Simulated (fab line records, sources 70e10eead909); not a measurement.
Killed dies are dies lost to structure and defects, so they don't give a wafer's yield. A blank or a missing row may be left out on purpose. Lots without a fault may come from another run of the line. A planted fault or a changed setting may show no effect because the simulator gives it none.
Problem report in the 8D (eight disciplines) form, filled by code | flow nand_harc | the parts of the form that need people (team, actions taken, sign-off) are left out

1. THE PROBLEM
thk_nm at NHARC_A_DECK1_JOINT_THK_MEAS_17 reads a mean of 36.3 nm on 2 wafers of 2 lots; wafers without a fault read 45.1 nm with a standard deviation of 1.3. That is -6.8 standard deviations from the usual mean.
The step: measures by ellipsometry.
First seen on wafer L646.4, day 18 12:55, on film_metro-02. The record holds 39 wafers of 13 lots with a number at this step. Rule for "out", or "out of limits": more than 4 standard deviations from the usual mean. The other wafers with a number count as sound.

2. WHAT IT IS AND WHAT IT IS NOT
question                    | is                           | is not
which readings at this step | thk_nm                       | -
which lots                  | L646, L649                   | L632, L633, L635, L636, L637, L638, L639, L642, L653, L654, L655
which wafers of those lots  | L646.4, L649.5               | L646.1, L646.3, L649.3, L649.6
read on which gauges        | film_metro-01, film_metro-02 | -
when                        | from day 18 12:55            | up to then (26 sound wafers); but 11 sound wafers of L649, L653, L654, L655 came after

3. SUSPECTS, AND WHAT RULES EACH OUT
Counting: a tool at a process step up to the reading stays a suspect if it ran every lot that is out. Sound lots after the first of them don't rule it out here, since some wafers of a struck lot are sound.
- the gauge at NHARC_A_DECK1_JOINT_THK_MEAS_17: ruled out. The wafers that are out were read on 2 gauges (film_metro-01, film_metro-02).
- pecvd-03 at NHARC_A_DECK1_JOINT_DEP_16 (deposits SiO2, target thk 45 nm): kept. It ran every lot that is out, first L646 (day 18 12:38); its last sound lot up to then is L636 (day 14 00:40).
Left after counting: pecvd-03 at NHARC_A_DECK1_JOINT_DEP_16.

4. THE CAUSE (what the simulator had put in)
Process parameter drift: pecvd-03, from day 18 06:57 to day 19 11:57, at NHARC_A_DECK1_JOINT_DEP_16. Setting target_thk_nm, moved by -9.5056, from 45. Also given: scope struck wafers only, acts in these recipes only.
Counting left only this tool.

5. THE CHAIN OF EFFECTS, in route order
Each row: a reading whose mean over the struck wafers that have a number lies more than 3 standard deviations from the usual. Only readings for which the record gives a usual standard deviation are gone through. hours: the time from each lot's start at the first step in this table that gives one to its start at this step, as a median over the lots. sigmas: the change in usual standard deviations.
hours | step                            | reading | usual   | on struck wafers | change | sigmas
0     | NHARC_A_DECK1_JOINT_THK_MEAS_17 | thk_nm  | 45.1 nm | 36.3             | -8.8   | -6.8
Later measuring or inspecting steps at which every struck wafer that the step has a row for has a number for every such reading, and none has moved that far: NHARC_A_ONON_D2_THK_MEAS_11, NHARC_A_ONON_D2_THK_MEAS_24.

6. WHAT WOULD HAVE CAUGHT IT SOONER
In this record the first reading out of limits at a measuring or inspecting step was taken at day 18 12:55, 6 hours after the fault began at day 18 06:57.
Of the tool readings at NHARC_A_DECK1_JOINT_DEP_16 for which the record gives a usual standard deviation, none was out on any struck wafer, so an alarm limit of 4 standard deviations on them would not have fired.
Of the lots that are out (2), L649 began NHARC_A_DECK1_JOINT_DEP_16 on pecvd-03 after day 18 12:55. A hold on the tool at that time would have spared it.
